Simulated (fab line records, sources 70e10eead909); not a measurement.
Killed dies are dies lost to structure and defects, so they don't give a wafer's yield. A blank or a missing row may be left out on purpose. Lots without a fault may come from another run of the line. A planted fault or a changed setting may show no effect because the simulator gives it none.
Which tool did it? | flow nand_harc | 13 lots, 39 wafers sampled, at 3 steps of a route of 1302

WHAT THE GAUGES READ, wafer by wafer
NHARC_A_CONTACT_INSPECT_23.
lot  | measured     | on                | raw_defect_count
L450 | day 22 22:38 | defect_inspect-01 | 353 723 433
L451 | day 22 23:04 | defect_inspect-01 | 678 681 1168
L455 | day 25 01:56 | defect_inspect-01 | 365 307 438
L456 | day 25 03:33 | defect_inspect-01 | 393 407 415
L458 | day 26 04:56 | defect_inspect-01 | 608 574 676
L464 | day 29 16:17 | defect_inspect-02 | 430 458 368
L468 | day 30 04:53 | defect_inspect-01 | 665 560 447
L467 | day 30 06:28 | defect_inspect-02 | 309 524 478
L466 | day 30 11:31 | defect_inspect-01 | 495 485 482
L469 | day 31 02:02 | defect_inspect-01 | 363 450 370
L470 | day 31 05:53 | defect_inspect-01 | 686 606 566
L472 | day 32 01:34 | defect_inspect-02 | 722 531 857
L471 | day 32 03:14 | defect_inspect-01 | 515 526 395

WHICH TOOL RAN EACH LOT (tool, then ch and the chambers of the sampled wafers, then the start)
lot  | NHARC_A_CONTACT_ETCH_89                       | NHARC_A_CONTACT_ALD_18
L450 | rie_diel-08 ch 0,3, day 22 21:10 or earlier   | ald_metal-03 ch 2,3, day 22 21:10
L451 | rie_diel-08 ch 0,1, day 22 21:32 or earlier   | ald_metal-01 ch 0,1, day 22 21:32
L455 | rie_diel-08 ch 0,1,2, day 25 00:28 or earlier | ald_metal-01 ch 0,3, day 25 00:28
L456 | rie_diel-08 ch 1,2, day 25 02:04 or earlier   | ald_metal-04 ch 0,1,2, day 25 02:04
L458 | rie_diel-08 ch 0,3, day 26 03:24 or earlier   | ald_metal-01 ch 2,3, day 26 03:24
L464 | rie_diel-08 ch 0,1,2, day 29 14:48 or earlier | ald_metal-01 ch 0,1,2, day 29 14:48
L468 | rie_diel-08 ch 0,3, day 30 03:26 or earlier   | ald_metal-01 ch 0,1,2, day 30 03:26
L467 | rie_diel-08 ch 0,2,3, day 30 04:59 or earlier | ald_metal-03 ch 1,2, day 30 04:59
L466 | rie_diel-08 ch 1,2,3, day 30 09:55 or earlier | ald_metal-04 ch 1,2,3, day 30 09:55
L469 | rie_diel-08 ch 0,3, day 31 00:33 or earlier   | ald_metal-03 ch 0,2,3, day 31 00:33
L470 | rie_diel-08 ch 0,2,3, day 31 04:25 or earlier | ald_metal-01 ch 0,1,3, day 31 04:25
L472 | rie_diel-08 ch 1,2,3, day 32 00:02 or earlier | ald_metal-04 ch 0,1,3, day 32 00:02
L471 | rie_diel-08 ch 0,3, day 32 01:44 or earlier   | ald_metal-03 ch 0,3, day 32 01:44
- NHARC_A_CONTACT_ETCH_89: etches the open film in N2/H2, target depth 260 nm, time 475.3 s.
- NHARC_A_CONTACT_ALD_18: deposits TiN, target thk 3 nm, pulse time 1 s, ald cycles 150.

WHAT THE TOOLS THEMSELVES READ (means of the sampled wafers that have a number; where no wafer has one, the mark that the record gives instead)
NHARC_A_CONTACT_ETCH_89.
lot  | tool        | drypump_motor_current_A (A) | oes_product_au (a.u.) | rf_vpp_V (V) | showerhead_plenum_p_Torr (Torr) | throttle_valve_pct (%)
L450 | rie_diel-08 | 5.9                         | 1.005                 | 429.1        | 1.98                            | 14.176
L451 | rie_diel-08 | 6.0                         | 1.011                 | 429.7        | 1.98                            | 14.172
L455 | rie_diel-08 | 6.0                         | 0.982                 | 429.2        | 1.98                            | 14.164
L456 | rie_diel-08 | 6.3                         | 0.973                 | 428.8        | 1.99                            | 14.173
L458 | rie_diel-08 | 6.2                         | 0.997                 | 429.6        | 2.00                            | 14.172
L464 | rie_diel-08 | 6.0                         | 0.992                 | 428.3        | 1.97                            | 14.176
L468 | rie_diel-08 | 6.2                         | 0.999                 | 429.5        | 1.99                            | 14.167
L467 | rie_diel-08 | 5.9                         | 1.004                 | 428.0        | 1.97                            | 14.171
L466 | rie_diel-08 | 6.3                         | 0.996                 | 428.8        | 1.98                            | 14.172
L469 | rie_diel-08 | 5.9                         | 1.009                 | 428.0        | 1.97                            | 14.165
L470 | rie_diel-08 | 5.9                         | 1.000                 | 428.3        | 1.97                            | 14.179
L472 | rie_diel-08 | 6.2                         | 0.995                 | 428.6        | 1.98                            | 14.172
L471 | rie_diel-08 | 6.2                         | 0.994                 | 429.0        | 1.99                            | 14.175

NHARC_A_CONTACT_ALD_18.
lot  | tool         | heater_power_w (W) | precursor_pulse_height_rel
L450 | ald_metal-03 | 1036               | 0.995
L451 | ald_metal-01 | 1104               | 1.025
L455 | ald_metal-01 | 1149               | 1.012
L456 | ald_metal-04 | 1247               | 0.980
L458 | ald_metal-01 | 1120               | 0.985
L464 | ald_metal-01 | 1071               | 0.986
L468 | ald_metal-01 | 1071               | 0.992
L467 | ald_metal-03 | 1145               | 0.991
L466 | ald_metal-04 | 1329               | 1.008
L469 | ald_metal-03 | 992                | 1.023
L470 | ald_metal-01 | 1058               | 0.982
L472 | ald_metal-04 | 1265               | 0.979
L471 | ald_metal-03 | 933                | 1.018

THE ANSWER, worked out from the rows above alone
Rule: what is usual is taken from the lots themselves. Put in order of their means at a reading, lots are off if they are a third of the lots or fewer, leave a main group of 4 or more, and stand apart from it by a gap of 3 or more times the standard deviation of the main group's means; of several such gaps the widest counts. A main group whose means are all the same, to the digits that the tables above print for the reading, isn't used. A lot without any number at a reading at which 4 lots or more have one is off too. The other lots that the step has rows for count as sound. The gauges are gone through in route order, then the tools' own readings, and for those a lot's mean is taken as printed above. The first step at which some lot is off is used, and at that step the reading that is off furthest; a lot without a number counts as furthest.
No lot is off at any reading shown: from this, nothing can be told.

WHAT THE SIMULATOR HAD PUT IN
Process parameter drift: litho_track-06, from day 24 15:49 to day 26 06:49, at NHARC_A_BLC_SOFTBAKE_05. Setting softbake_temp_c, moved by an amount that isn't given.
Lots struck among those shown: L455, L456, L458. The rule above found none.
